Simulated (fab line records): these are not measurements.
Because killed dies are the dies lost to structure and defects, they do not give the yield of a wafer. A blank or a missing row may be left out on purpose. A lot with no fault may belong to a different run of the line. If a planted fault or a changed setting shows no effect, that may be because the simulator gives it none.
Which tool was responsible?	flow nand_harc	18 wafers from 6 lots sampled at 5 of the route's 1159 steps

== WHAT THE GAUGES READ, wafer by wafer ==
NHARC_END_SORT_01.
lot	measured	on	killed_short
L823	day 23 02:55	prober-02	3 1 4
L832	day 24 23:53	prober-01	3 1 0

== WHICH TOOL RAN EACH LOT (tool, then ch and the chambers of the sampled wafers, then the start) ==
lot	NHARC_A_STAIRCASE_STRIP_205	NHARC_A_STAIRCASE_TRIM_226	NHARC_A_STAIRCASE_ETCH_230	NHARC_A_STAIRCASE_TRIM_235
L812	plasma_asher-02 ch 0,1, day 11 19:05	rie_diel-12 ch 0,2, day 11 21:38	rie_diel-05 ch 0,1,2, no start	rie_diel-05 ch 1,3, no start
L814	plasma_asher-02 ch 0,1, day 12 05:38	rie_diel-05 ch 0,1,2, day 12 07:55	rie_diel-05 ch 0,2,3, no start	rie_diel-05 ch 1,2,3, no start
L820	plasma_asher-01 ch 0,1, day 13 13:01	rie_diel-05 ch 1,3, day 13 15:30	rie_diel-12 ch 2,3, no start	rie_diel-12 ch 0,1,3, no start
L823	plasma_asher-01 ch 0, day 14 10:04	rie_diel-05 ch 0,2,3, day 14 12:29	rie_diel-05 ch 0,1,3, day 23 02:55 or earlier	rie_diel-05 ch 0,2, day 23 02:55 or earlier
L833	plasma_asher-01 ch 0,1, day 16 18:42	rie_diel-02 ch 0,1,2, day 16 22:23	rie_diel-02 ch 0,1,2, no start	rie_diel-02 ch 1,2,3, no start
L832	plasma_asher-02 ch 0,1, day 17 00:16	rie_diel-05 ch 0,2, day 17 02:51	rie_diel-05 ch 0,1,2, day 24 23:53 or earlier	rie_diel-05 ch 0,1,3, day 24 23:53 or earlier
- NHARC_A_STAIRCASE_STRIP_205: strips in O2.
- NHARC_A_STAIRCASE_TRIM_226: chemistry O2, time 211.2 s.
- NHARC_A_STAIRCASE_ETCH_230: etches the open film in C4F8/O2, target depth 100 nm, time 40.5 s.
- NHARC_A_STAIRCASE_TRIM_235: chemistry O2, time 211.2 s.

== THE ANSWER, worked out from the rows above alone ==
Rule: the usual values come from the lots themselves. The widest of any qualifying gaps counts: lots, ordered by their means at a reading, are off when they make up no more than a third of the lots, leave a main group of 4 or more, and stand apart from it by 3 or more times the standard deviation of that group's means. Not used: any main group whose means are identical at the precision the tables above print for the reading. A lot without any number at a reading at which 4 lots or more have one is off too. Where the step has rows for the other lots, those lots are counted as sound.
No lot is off at any reading shown: from this, nothing can be told.

== WHAT WAS PUT IN BY THE SIMULATOR ==
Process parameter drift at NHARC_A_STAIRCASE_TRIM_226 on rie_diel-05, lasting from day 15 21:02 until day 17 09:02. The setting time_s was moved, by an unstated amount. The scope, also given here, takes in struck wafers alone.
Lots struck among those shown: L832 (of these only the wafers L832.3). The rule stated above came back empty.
